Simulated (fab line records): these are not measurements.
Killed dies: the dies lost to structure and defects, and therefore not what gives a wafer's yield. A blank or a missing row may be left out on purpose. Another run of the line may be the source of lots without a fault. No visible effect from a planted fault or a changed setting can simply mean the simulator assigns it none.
Matching of chambers	flow n5-finfet	N5_FIN_SAQP_HM_DEP_03 on pecvd-01: 3 sister chambers
The step deposits SiNx from SiH4/NH3/N2, target thk 38 nm, time 33.6 s. 6 wafers are shown with their chamber, then 9 later ones without.

== WAFERS WITH THEIR CHAMBER ==
wafer	chamber	throttle-valve-pct (%)	showerhead-plenum-p-Torr (Torr)
L082.6	1	39.6	5.04
L083.3	1	39.5	5.05
L083.5	0	41.1	5.11
L086.1	2	37.7	5.19
L086.2	0	41.0	5.12
L086.5	2	37.7	5.19

== WAFERS MISSING THEIR CHAMBER ==
wafer	throttle-valve-pct (%)	showerhead-plenum-p-Torr (Torr)
L089.2	38.0	5.19
L089.4	39.6	5.05
L089.6	41.0	5.11
L090.1	39.8	5.04
L090.2	41.2	5.10
L090.6	41.0	5.11
L092.1	41.2	5.10
L092.2	39.9	5.04
L092.4	37.9	5.20

== CHAMBER TAKEN BY EACH ==
wafer	from the rows above	in truth
L089.2	2	2
L089.4	1	1
L089.6	0	0
L090.1	1	1
L090.2	0	0
L090.6	0	0
L092.1	0	0
L092.2	1	1
L092.4	2	2
Correctly placed: 9 of 9. Not placeable from these rows: 0. Wrongly placed: 0.
How it was worked out, from the rows above alone: a wafer's distance from a chamber is the root of the sum, over the readings, of the square of ((its reading less the chamber's mean) divided by the reading's scatter). The wafer belongs to the nearest chamber; if the next one is less than 2 further off, it can't be placed. For every chamber, the mean is computed from those of its wafers that are shown. The scatter: take each reading less its chamber's mean, square it, sum over the shown wafers, divide by the number of wafers less the number of chambers, and take the root.
